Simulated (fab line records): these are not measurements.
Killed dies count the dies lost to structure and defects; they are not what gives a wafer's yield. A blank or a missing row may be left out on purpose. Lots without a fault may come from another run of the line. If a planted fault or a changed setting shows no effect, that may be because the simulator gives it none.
Matching of chambers -- flow nand_harc -- rie_diel-09 running NHARC_A_STAIRCASE_STRIP_476: 4 sister chambers
The step strips in O2, time 20 s. 4 wafers are shown with their chamber, then 7 later ones without.

## EACH WAFER AND ITS CHAMBER
wafer,chamber,drypump_motor_current_A (A)
L089.5,2,5.4
L089.6,1,6.8
L090.1,3,5.3
L090.2,0,5.8

## WAFERS WITH NO CHAMBER GIVEN
wafer,drypump_motor_current_A (A)
L090.3,6.8
L093.2,6.8
L093.4,5.7
L093.6,6.8
L092.1,6.8
L092.3,5.3
L092.4,5.4

## WHICH CHAMBER EACH WENT THROUGH
wafer,from the rows above,in truth
L090.3,1,1
L093.2,1,1
L093.4,0,0
L093.6,1,1
L092.1,1,1
L092.3,3,3
L092.4,2,2
Correct placement for 7 of the 7. Can't be placed from these rows: 0. 0 placed wrongly.
How it was worked out, from the rows above alone: a wafer's distance from a chamber is the root of the sum, over the readings, of the square of ((its reading less the chamber's mean) divided by the reading's scatter). The wafer belongs to the nearest chamber; if the next one is less than 2 further off, it can't be placed. The mean given for a chamber averages the wafers shown for that chamber. The scatter: with one shown wafer a chamber, the root of the mean of the squares of how far each hidden wafer lies from its nearest shown one.
